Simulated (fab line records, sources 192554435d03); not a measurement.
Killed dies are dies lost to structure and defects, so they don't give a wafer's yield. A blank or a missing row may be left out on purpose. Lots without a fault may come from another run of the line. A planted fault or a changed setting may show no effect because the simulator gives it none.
Chamber matching | flow n5_finfet | N5_BEOL_M0_SAQP_ETCH_88 on rie_diel-04: 4 sister chambers
The step etches underlayer in N2/H2, target depth 6.5 nm, time 5.2 s. 8 wafers are shown with their chamber, then 7 later ones without.

WAFERS WITH THEIR CHAMBER
wafer  | chamber | drypump_motor_current_A (A) | throttle_valve_pct (%)
L078.5 | 2       | 5.65                        | 17.83
L083.2 | 0       | 5.59                        | 17.91
L083.4 | 1       | 6.00                        | 17.66
L083.6 | 0       | 5.59                        | 17.95
L085.3 | 2       | 5.59                        | 17.43
L085.6 | 3       | 6.22                        | 18.15
L086.3 | 1       | 6.02                        | 17.68
L086.4 | 3       | 6.23                        | 18.16

WAFERS WITHOUT THEIR CHAMBER
wafer  | drypump_motor_current_A (A) | throttle_valve_pct (%)
L086.6 | 5.57                        | 17.42
L090.2 | 5.54                        | 17.96
L090.5 | 5.49                        | 17.95
L090.6 | 6.23                        | 18.18
L096.1 | 6.03                        | 17.71
L096.4 | 5.61                        | 17.46
L096.5 | 6.02                        | 17.71

WHICH CHAMBER EACH WENT THROUGH
wafer  | from the rows above     | in truth
L086.6 | can't be placed: 2 or 0 | 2
L090.2 | 0                       | 0
L090.5 | can't be placed: 0 or 2 | 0
L090.6 | 3                       | 3
L096.1 | 1                       | 1
L096.4 | 2                       | 2
L096.5 | 1                       | 1
Placed correctly: 5 of 7. Can't be placed from these rows: 2 (the true chamber is among the candidates in 2). Placed wrongly: 0.
How it was worked out, from the rows above alone: a wafer's distance from a chamber is the root of the sum, over the readings, of the square of ((its reading less the chamber's mean) divided by the reading's scatter). The wafer belongs to the nearest chamber; if the next one is less than 2 further off, it can't be placed. A chamber's mean is the mean of its shown wafers. The scatter: the root of (the sum of the squares of (reading less its chamber's mean) over the shown wafers, divided by (wafers less chambers)).
